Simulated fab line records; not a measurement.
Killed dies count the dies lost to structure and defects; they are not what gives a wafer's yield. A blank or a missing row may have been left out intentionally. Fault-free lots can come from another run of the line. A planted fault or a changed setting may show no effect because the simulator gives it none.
What tool caused it? -- flow nandHarc -- 36 wafers from 12 lots sampled at 5 of the route's 1159 steps

== WHAT EACH GAUGE READ, for each wafer ==
NHARC_P_GATE_CD_MEAS_26 targets a cd of 120 nm. Usual: 120.3 nm for cdNm, sd 0.55.
lot,measured,on,cdNm (nm),flag
L809,day 4 13:53,cdSem-03,119.4 119.6 119.4,
L811,day 5 08:28,cdSem-01,120.2 120.6 120.3,
L813,day 5 18:05,cdSem-02,119.8 119.8 120.0,
L812,day 5 17:25,cdSem-03,119.1 120.2 120.1,
L815,day 6 01:13,cdSem-01,119.3 120.1 120.1,
L814,day 6 01:59,cdSem-02,121.3 121.6 121.0,
L821,day 7 23:50,cdSem-02,120.5 119.6 120.1,
L822,day 7 23:32,cdSem-02,120.0 120.8 120.8,
L826,day 8 17:40,cdSem-01,120.3 120.8 120.5,
L825,day 8 17:10,cdSem-02,120.2 120.3 119.4,
L831,day 10 00:43,cdSem-03,120.1 120.8 120.4,
L832,day 10 16:51,cdSem-02,119.5 119.7 120.4,

NHARC_P_GATE_OVL_MEAS_27. Usual: overlayXNm 0.0 nm, standard deviation 0.59; overlayYNm -0.1 nm, standard deviation 0.81.
lot,measured,on,overlayXNm (nm),overlayYNm (nm),flag
L809,day 4 13:58,overlay-02,-0.3 -0.4 0.1,0.0 0.3 0.5,
L811,day 5 08:34,overlay-01,0.4 0.4 0.4,-1.1 -1.2 -1.5,
L813,day 5 18:10,overlay-02,1.2 0.5 1.1,0.6 1.0 0.8,
L812,day 5 17:30,overlay-02,0.0 -0.4 -0.2,-0.9 -0.1 -1.0,
L815,day 6 01:18,overlay-01,0.0 -0.7 0.1,-0.5 0.3 0.5,
L814,day 6 02:04,overlay-02,0.5 0.8 0.8,0.8 0.6 0.3,
L821,day 7 23:56,overlay-02,-0.3 -0.8 -0.4,0.4 0.3 0.5,
L822,day 7 23:37,overlay-02,0.7 -0.1 -0.4,-0.7 -1.0 -1.6,
L826,day 8 17:46,overlay-01,-0.6 -0.3 -0.3,0.4 1.1 0.6,
L825,day 8 17:16,overlay-02,0.8 0.6 0.3,0.0 -1.0 -0.4,
L831,day 10 00:48,overlay-02,-0.3 0.0 -0.4,0.4 0.9 1.7,
L832,day 10 16:56,overlay-02,0.2 0.2 0.5,-0.1 -0.1 -0.5,

NHARC_END_SORT_01. Usual: killedAtArray 24, standard deviation 7.4; killedAtOther 0.5, standard deviation 0.81; killedAtPeriphery 3.4, standard deviation 2.3; killedDies 28, standard deviation 8; killedOpen 3.4, standard deviation 1.8; killedShort 2.0, standard deviation 1.4.
lot,measured,on,killedAtArray,killedAtOther,killedAtPeriphery,killedDies,killedOpen,killedShort,flag
L809,day 19 18:47,prober-01,19 10 20,2 4 2,3 5 0,24 19 22,5 8 5,0 2 2,
L811,day 19 10:56,prober-02,24 23 21,0 2 2,3 5 2,27 30 25,5 3 5,1 0 0,
L813,day 20 03:19,prober-01,20 18 20,0 1 1,657 658 656,677 677 677,3 4 2,2 0 1,OFF
L812,day 20 11:10,prober-01,17 20 11,0 2 1,2 3 0,19 25 12,4 4 1,4 3 1,
L815,day 20 09:31,prober-02,23 32 25,0 0 0,654 645 652,677 677 677,8 5 3,2 3 2,OFF
L814,day 20 02:28,prober-02,21 23 14,0 0 0,656 654 663,677 677 677,2 4 3,2 1 1,OFF
L821,day 22 13:55,prober-02,17 15 20,1 0 2,5 9 3,23 24 25,2 5 5,1 1 4,
L822,day 22 13:58,prober-01,24 23 27,0 0 0,7 2 2,31 25 29,5 6 5,2 2 1,
L826,day 23 10:17,prober-01,30 24 26,2 1 0,5 2 2,37 27 28,5 3 1,5 1 1,
L825,day 23 10:20,prober-02,26 28 27,0 0 1,5 5 6,31 33 34,5 1 4,1 3 3,
L831,day 24 11:37,prober-02,27 47 32,1 0 1,1 5 4,29 52 37,4 5 6,1 3 3,
L832,day 25 03:26,prober-02,28 34 39,0 0 0,1 5 3,29 39 42,1 2 4,4 6 6,

== WHAT TOOL EACH LOT RAN ON (gives the tool, then ch and the chambers of the sampled wafers, and finally the start) ==
lot,NHARC_P_GATE_DESCUM_13,NHARC_P_GATE_ETCH_104
L809,"rieDiel-12 ch 1,2, day 3 23:43","rieDiel-01 ch 0,1, day 4 14:15"
L811,"rieDiel-11 ch 0,1,2, day 4 17:15","rieDiel-11 ch 0,1, day 5 08:44"
L813,"rieDiel-11 ch 0,2,3, day 5 03:10","rieDiel-12 ch 0,1,3, day 5 18:22"
L812,"rieDiel-11 ch 1,2,3, day 5 03:22","rieDiel-11 ch 1,2,3, day 5 17:41"
L815,"rieDiel-11 ch 2,3, day 5 10:34","rieDiel-01 ch 0,1, day 6 01:29"
L814,"rieDiel-01 ch 0,3, day 5 10:35","rieDiel-11 ch 0,1,2, day 6 02:16"
L821,"rieDiel-11 ch 1,3, day 7 09:36","rieDiel-11 ch 0,1,3, day 8 00:07"
L822,"rieDiel-01 ch 1,2,3, day 7 09:38","rieDiel-12 ch 1,2, day 7 23:49"
L826,"rieDiel-11 ch 0,1,2, day 8 03:50","rieDiel-11 ch 2,3, day 8 17:57"
L825,"rieDiel-11 ch 0,1, day 8 03:59","rieDiel-11 ch 0,1,3, day 8 17:30"
L831,"rieDiel-01 ch 1,2,3, day 9 10:54","rieDiel-01 ch 0,1,2, day 10 00:59"
L832,"rieDiel-11 ch 0,1,2, day 10 01:39","rieDiel-11 ch 0,3, day 10 17:07"
- NHARC_P_GATE_DESCUM_13: chemistry O2, time 3 s.
- NHARC_P_GATE_ETCH_104: etches the open film in CF4/CHF3, target depth 60 nm.

== WHAT THE TOOLS THEMSELVES READ (means of the sampled wafers that have a number; where no wafer has one, the mark that the record gives instead) ==
NHARC_P_GATE_DESCUM_13. Usual: drypumpMotorCurrentA 5.8 A, standard deviation 0.33; oesProductAu 1.000 a.u., standard deviation 0.0073; rfVppV 57.8 V, standard deviation 0.86; showerheadPlenumPTorr 1.95 Torr, standard deviation 0.094; throttleValvePct 11.311 %, standard deviation 0.0092.
lot,tool,drypumpMotorCurrentA (A),oesProductAu (a.u.),rfVppV (V),showerheadPlenumPTorr (Torr),throttleValvePct (%),flag
L809,rieDiel-12,4.9,1.005,57.0,1.88,11.311,
L811,rieDiel-11,5.7,0.998,58.3,1.97,11.314,
L813,rieDiel-11,5.7,1.008,57.9,1.93,11.314,
L812,rieDiel-11,5.7,1.001,57.8,1.94,11.311,
L815,rieDiel-11,5.8,1.007,57.7,1.91,11.310,
L814,rieDiel-01,6.3,1.001,57.4,1.94,11.323,
L821,rieDiel-11,5.7,0.998,58.7,1.98,11.310,
L822,rieDiel-01,6.2,1.001,57.7,1.97,11.298,
L826,rieDiel-11,5.7,1.000,57.9,1.96,11.315,
L825,rieDiel-11,5.6,0.997,58.6,2.03,11.314,
L831,rieDiel-01,6.2,0.998,57.9,1.96,11.308,
L832,rieDiel-11,5.6,0.996,57.5,1.96,11.307,

NHARC_P_GATE_ETCH_104. Usual: for biasW, 199.9 W with a standard deviation of 0.59; for cf4FlowSccm, 100.00 sccm with a standard deviation of 0.28; for drypumpMotorCurrentA, 5.7 A with a standard deviation of 0.4; for oesProductAu, 0.947 a.u. with a standard deviation of 0.02; for rfVppV, 371.0 V with a standard deviation of 2.8; for showerheadPlenumPTorr, 1.59 Torr with a standard deviation of 0.08; for throttleValvePct, 16.801 % with a standard deviation of 0.0094.
lot,tool,biasW (W),cf4FlowSccm (sccm),drypumpMotorCurrentA (A),oesProductAu (a.u.),rfVppV (V),showerheadPlenumPTorr (Torr),throttleValvePct (%),flag
L809,rieDiel-01,200.4,100.04,5.9,0.943,370.7,1.57,16.800,
L811,rieDiel-11,199.7,100.06,5.6,0.930,373.5,1.68,16.800,
L813,rieDiel-12,-,-,-,-,-,-,-,OFF
L812,rieDiel-11,199.6,100.01,5.7,0.919,371.4,1.59,16.810,
L815,rieDiel-01,-,-,-,-,-,-,-,OFF
L814,rieDiel-11,-,-,-,-,-,-,-,OFF
L821,rieDiel-11,200.2,99.90,5.7,0.930,373.5,1.64,16.800,
L822,rieDiel-12,199.5,100.18,5.1,0.966,371.2,1.60,16.805,
L826,rieDiel-11,199.5,99.83,5.8,0.930,370.5,1.56,16.801,
L825,rieDiel-11,199.7,99.79,5.7,0.928,374.1,1.64,16.798,
L831,rieDiel-01,199.7,99.84,6.2,0.928,370.2,1.55,16.807,
L832,rieDiel-11,199.4,100.33,5.7,0.920,372.1,1.62,16.789,

== THE ANSWER, worked out from the rows above alone ==
Rule: lot off if the mean of its wafers having a number is beyond 3 standard deviations from the usual mean. Also off: a lot with no number at a reading for which 4 or more lots have one. The other lots that the step has rows for count as sound. The gauges are gone through in route order, then the tools' own readings, and for those a lot's mean is taken as printed above. At the first step where some lot is off, the reading lying furthest off is the one used; lots without a number count as furthest.
Off at NHARC_END_SORT_01 (killedAtPeriphery): L813, L815, L814.
A tool fits if, at a process step before that reading, it ran every lot that is off, and no sound lot after the first of them. Not tried: the gauges at NHARC_END_SORT_01; whatever is off there is also off at NHARC_P_GATE_ETCH_104, on other tools, and gauge error can't account for it. No candidate that was tried fits.

== WHAT HAD BEEN PUT IN BY THE SIMULATOR ==
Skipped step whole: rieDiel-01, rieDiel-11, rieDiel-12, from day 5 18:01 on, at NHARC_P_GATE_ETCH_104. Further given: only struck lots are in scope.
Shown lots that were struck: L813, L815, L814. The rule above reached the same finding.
